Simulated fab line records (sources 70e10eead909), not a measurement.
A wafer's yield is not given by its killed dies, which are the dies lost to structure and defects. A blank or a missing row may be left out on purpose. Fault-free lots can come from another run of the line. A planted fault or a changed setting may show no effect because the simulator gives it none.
Matching of chambers + flow nand_harc + cmp-02 running NHARC_A_STAIRCASE_CMP_450: 4 sister chambers
The step polishes SiO2, target thk 200 nm. 18 wafers are shown with their chamber, then 9 later ones without.

== WAFERS PAIRED WITH THEIR CHAMBERS ==
| wafer  | chamber | motor_current_A (A) | retaining_ring_pressure_frac |
|--------|---------|---------------------|------------------------------|
| L075.2 | 2       | 10.3                | 0.996                        |
| L075.3 | 1       | 13.6                | 1.003                        |
| L075.4 | 0       | 12.5                | 0.996                        |
| L076.1 | 1       | 12.6                | 0.995                        |
| L076.3 | 0       | 13.0                | 0.996                        |
| L076.6 | 1       | 13.3                | 0.995                        |
| L083.1 | 1       | 13.8                | 1.011                        |
| L083.2 | 2       | 10.7                | 1.017                        |
| L083.6 | 0       | 12.1                | 1.003                        |
| L082.1 | 3       | 12.4                | 0.999                        |
| L082.4 | 2       | 10.7                | 0.996                        |
| L082.5 | 1       | 13.7                | 0.994                        |
| L081.3 | 1       | 13.2                | 1.005                        |
| L081.4 | 3       | 12.3                | 1.003                        |
| L081.6 | 2       | 11.2                | 0.993                        |
| L086.2 | 1       | 13.6                | 1.002                        |
| L086.3 | 3       | 12.5                | 0.999                        |
| L086.5 | 3       | 12.3                | 1.003                        |

SIGNATURES (averages over the wafers above)
| reading                      | chamber 0 | chamber 1 | chamber 2 | chamber 3 | scatter within a chamber |
|------------------------------|-----------|-----------|-----------|-----------|--------------------------|
| motor_current_A              | 12.533    | 13.400    | 10.725    | 12.375    | 0.365                    |
| retaining_ring_pressure_frac | 0.99833   | 1.00071   | 1.00050   | 1.00100   | 0.00686                  |
Rule: distance of a wafer from a chamber = root of the sum over the readings of ((wafer's reading minus chamber's mean) / reading's scatter) squared. The wafer belongs to the nearest chamber; if the next one is less than 2 further off, it can't be placed. How the scatter is found: for the shown wafers, subtract from each reading the mean of its chamber, square and add these, divide the total by (wafers less chambers), then take the root.

== WAFERS MISSING THEIR CHAMBER ==
| wafer  | motor_current_A (A) | retaining_ring_pressure_frac |
|--------|---------------------|------------------------------|
| L085.2 | 10.5                | 1.002                        |
| L085.3 | 13.2                | 0.996                        |
| L085.6 | 10.9                | 0.997                        |
| L093.1 | 13.7                | 1.010                        |
| L093.3 | 12.7                | 1.000                        |
| L093.4 | 12.9                | 0.999                        |
| L096.1 | 13.6                | 0.999                        |
| L096.2 | 10.9                | 0.998                        |
| L096.4 | 12.6                | 1.003                        |

== EACH ONE'S CHAMBER ==
| wafer  | from the rows above          | in truth |
|--------|------------------------------|----------|
| L085.2 | 2                            | 2        |
| L085.3 | can't be placed: 1 or 0 or 3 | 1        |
| L085.6 | 2                            | 2        |
| L093.1 | 1                            | 1        |
| L093.3 | can't be placed: 0 or 3 or 1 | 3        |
| L093.4 | can't be placed: 0 or 1 or 3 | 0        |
| L096.1 | 1                            | 1        |
| L096.2 | 2                            | 2        |
| L096.4 | can't be placed: 3 or 0 or 1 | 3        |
Correct placement for 5 of the 9. Unplaceable from these rows: 4, with the true chamber sitting among the candidates in 4. Number placed wrongly: 0.
